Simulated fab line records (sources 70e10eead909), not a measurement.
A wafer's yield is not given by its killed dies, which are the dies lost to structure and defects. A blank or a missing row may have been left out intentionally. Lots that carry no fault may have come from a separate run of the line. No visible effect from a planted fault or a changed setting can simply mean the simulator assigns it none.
Matching of chambers + flow nand harc + 4 sister chambers for NHARC_A_BONDPAD_STRIP_15 on rie diel-10
The step strips in O2. 8 wafers are shown with their chamber, then 8 later ones without.

== EACH WAFER AND ITS CHAMBER ==
| wafer  | chamber | showerhead plenum p Torr (Torr) | drypump motor current A (A) |
|--------|---------|---------------------------------|-----------------------------|
| L079.6 | 2       | 3.63                            | 6.05                        |
| L078.2 | 1       | 3.50                            | 5.66                        |
| L078.3 | 0       | 3.70                            | 5.31                        |
| L078.4 | 3       | 3.73                            | 5.89                        |
| L081.2 | 0       | 3.70                            | 5.28                        |
| L081.3 | 3       | 3.73                            | 5.88                        |
| L081.4 | 1       | 3.50                            | 5.65                        |
| L084.3 | 2       | 3.62                            | 6.04                        |

== WAFERS WITH NO CHAMBER GIVEN ==
| wafer  | showerhead plenum p Torr (Torr) | drypump motor current A (A) |
|--------|---------------------------------|-----------------------------|
| L084.5 | 3.62                            | 6.10                        |
| L084.6 | 3.50                            | 5.63                        |
| L085.1 | 3.50                            | 5.65                        |
| L085.4 | 3.73                            | 5.89                        |
| L085.6 | 3.50                            | 5.67                        |
| L097.1 | 3.69                            | 5.33                        |
| L097.3 | 3.72                            | 5.90                        |
| L097.5 | 3.69                            | 5.34                        |

== EACH ONE'S CHAMBER ==
| wafer  | from the rows above | in truth |
|--------|---------------------|----------|
| L084.5 | 2                   | 2        |
| L084.6 | 1                   | 1        |
| L085.1 | 1                   | 1        |
| L085.4 | 3                   | 3        |
| L085.6 | 1                   | 1        |
| L097.1 | 0                   | 0        |
| L097.3 | 3                   | 3        |
| L097.5 | 0                   | 0        |
Correct placement for 8 of the 8. Not placeable from these rows: 0. 0 placed wrongly.
How it was worked out, from the rows above alone: a wafer's distance from a chamber is the root of the sum, over the readings, of the square of ((its reading less the chamber's mean) divided by the reading's scatter). If the next closest chamber is less than 2 further off than the closest, the wafer can't be placed; otherwise it belongs to the closest. A chamber's mean is the mean of its shown wafers. How the scatter is found: for the shown wafers, subtract from each reading the mean of its chamber, square and add these, divide the total by (wafers less chambers), then take the root.
